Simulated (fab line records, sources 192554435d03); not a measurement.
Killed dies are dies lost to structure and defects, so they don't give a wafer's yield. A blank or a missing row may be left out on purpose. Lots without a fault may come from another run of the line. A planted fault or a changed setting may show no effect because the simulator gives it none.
One fault seen from 3 desks | flow n5_finfet | each desk has only its own numbers; what lay behind them comes last

THE TOOL OWNER'S DESK: epi_rpcvd-03
The tool's own readings at N5_SD_EPI_N_EPI_21 (deposits Si:P, time 690 s): means of the sampled wafers that have a number, for each lot that ran on this tool. A lot is out of limits, marked OUT, if its mean lies more than 4 standard deviations from the usual mean; the brackets give that distance.
Columns: A = susceptor_temp_C at N5_SD_EPI_N_EPI_21, usual 680.0 C
lot  | first seen here | A
L276 | day 3 15:22     | 679.9
L283 | day 5 07:34     | 679.7
L291 | day 7 10:05     | 679.5
This desk's finding: nothing out of limits on any of the 3 lots.

THE METROLOGY DESK
What the gauges read, lot by lot, whatever tool the lot ran on: means of the sampled wafers that have a number. A lot is out of limits, marked OUT, if its mean lies more than 4 standard deviations from the usual mean; the brackets give that distance. Of its 14 readings 7 are shown: those that lie furthest out on some lot.
Columns: A = DIBL_N at N5_BEOL_M4_RC_MEAS_101, usual 36.1 mV/V; B = DIBL_P at N5_BEOL_M4_RC_MEAS_101, usual 36 mV/V; C = IOFF_N at N5_BEOL_M4_RC_MEAS_101, usual 0.16 nA/um; D = IOFF_P at N5_BEOL_M4_RC_MEAS_101, usual 0.21 nA/um; E = SS_P at N5_BEOL_M4_RC_MEAS_101, usual 73.2 mV/dec; F = VT_N at N5_BEOL_M4_RC_MEAS_101, usual 249 mV; G = VT_P at N5_BEOL_M4_RC_MEAS_101, usual -250 mV
lot  | first seen here | A    | B  | C    | D    | E    | F   | G
L276 | day 3 13:21     | 35.4 | 33 | 0.13 | 0.18 | 72.7 | 254 | -251
L277 | day 3 17:49     | 38.0 | 40 | 0.20 | 0.27 | 73.9 | 246 | -246
L281 | day 4 19:56     | 39.0 | 40 | 0.22 | 0.26 | 74.5 | 247 | -249
L282 | day 4 23:20     | 35.2 | 34 | 0.13 | 0.16 | 72.8 | 253 | -256
L283 | day 5 05:33     | 30.8 | 30 | 0.09 | 0.14 | 71.9 | 256 | -254
L288 | day 6 10:49     | 38.5 | 36 | 0.19 | 0.23 | 73.6 | 245 | -246
L291 | day 7 07:48     | 34.9 | 37 | 0.14 | 0.18 | 73.2 | 252 | -255
L295 | day 8 06:24     | 40.1 | 43 | 0.28 | 0.35 | 75.1 | 241 | -241
L296 | day 8 13:01     | 37.1 | 35 | 0.16 | 0.19 | 73.1 | 248 | -250
L297 | day 8 19:32     | 38.3 | 40 | 0.21 | 0.26 | 73.7 | 246 | -248
This desk's finding: nothing out of limits on any of the 10 lots.

THE DEFECT DESK
What the inspections along the route counted, lot by lot: means of the sampled wafers that have a number. A lot is out of limits, marked OUT, if its mean lies more than 4 standard deviations from the usual mean; the brackets give that distance.
Columns: A = raw_defect_count at N5_SD_EPI_N_INSPECT_26, usual 200
lot  | first seen here | A
L276 | day 3 17:21     | 143
L277 | day 3 22:10     | 154
L281 | day 5 00:43     | 227
L282 | day 5 03:34     | 227
L283 | day 5 09:36     | 214
L288 | day 6 14:50     | 251
L291 | day 7 11:50     | 168
L295 | day 8 10:40     | 220
L296 | day 8 17:06     | 176
L297 | day 8 23:48     | 209
This desk's finding: nothing out of limits on any of the 10 lots.

PUT TOGETHER
The tool owner's desk saw nothing out of limits.
The metrology desk saw nothing out of limits.
The defect desk saw nothing out of limits.

WHAT THE SIMULATOR HAD PUT IN
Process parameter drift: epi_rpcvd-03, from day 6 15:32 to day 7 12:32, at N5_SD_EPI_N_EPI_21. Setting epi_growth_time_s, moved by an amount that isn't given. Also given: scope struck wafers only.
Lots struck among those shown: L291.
